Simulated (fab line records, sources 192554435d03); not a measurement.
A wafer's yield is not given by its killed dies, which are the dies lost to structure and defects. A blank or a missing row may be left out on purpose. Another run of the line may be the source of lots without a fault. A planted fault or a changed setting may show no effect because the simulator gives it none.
The tool behind it: which one? | flow n5Finfet | 6 lots, 18 wafers sampled, at 3 steps of a route of 1938

WHAT THE GAUGES SHOWED, per wafer
N5_BEOL_M4_THK_MEAS_53: measures by xrf.
lot  | measured     | on           | M4_THK (nm)
L119 | day 8 10:08  | filmMetro-01 | 40.1 41.6 41.4
L120 | day 9 05:06  | filmMetro-01 | 38.9 39.1 38.9
L128 | day 10 16:36 | filmMetro-01 | 38.7 41.3 40.4
L130 | day 11 15:46 | filmMetro-02 | 40.1 39.4 40.0
L133 | day 12 08:24 | filmMetro-02 | 41.4 40.4 41.9
L139 | day 13 09:58 | filmMetro-02 | 38.9 40.7 40.3

TOOL THAT RAN EACH LOT (tool first, then ch and the chambers of the sampled wafers, then the start)
lot  | N5_BEOL_M4_ANNEAL_93        | N5_BEOL_M4_SPUTTER_96
L119 | pvdSputter-03, day 8 08:59  | pvdSputter-03, day 8 09:21
L120 | pvdSputter-03, day 9 03:57  | pvdSputter-03, day 9 04:19
L128 | pvdSputter-01, day 10 15:19 | pvdSputter-01, day 10 15:41
L130 | pvdSputter-01, day 11 14:14 | pvdSputter-01, day 11 14:36
L133 | pvdSputter-01, day 12 07:16 | pvdSputter-01, day 12 07:37
L139 | pvdSputter-03, day 13 08:49 | pvdSputter-03, day 13 09:10
- N5_BEOL_M4_ANNEAL_93: time 240 s.
- N5_BEOL_M4_SPUTTER_96: material Cu, target thk 4.5 nm, time 8.29 s.

THE ANSWER, worked out from the rows above alone
Rule: the usual values come from the lots themselves. The widest of any qualifying gaps counts: lots, ordered by their means at a reading, are off when they make up no more than a third of the lots, leave a main group of 4 or more, and stand apart from it by 3 or more times the standard deviation of that group's means. Not used: any main group whose means are identical at the precision the tables above print for the reading. A lot without any number at a reading at which 4 lots or more have one is off too. Any other lot the step has rows for is counted as sound.
No lot is off at any reading shown: from this, nothing can be told.

WHAT HAD BEEN PUT IN BY THE SIMULATOR
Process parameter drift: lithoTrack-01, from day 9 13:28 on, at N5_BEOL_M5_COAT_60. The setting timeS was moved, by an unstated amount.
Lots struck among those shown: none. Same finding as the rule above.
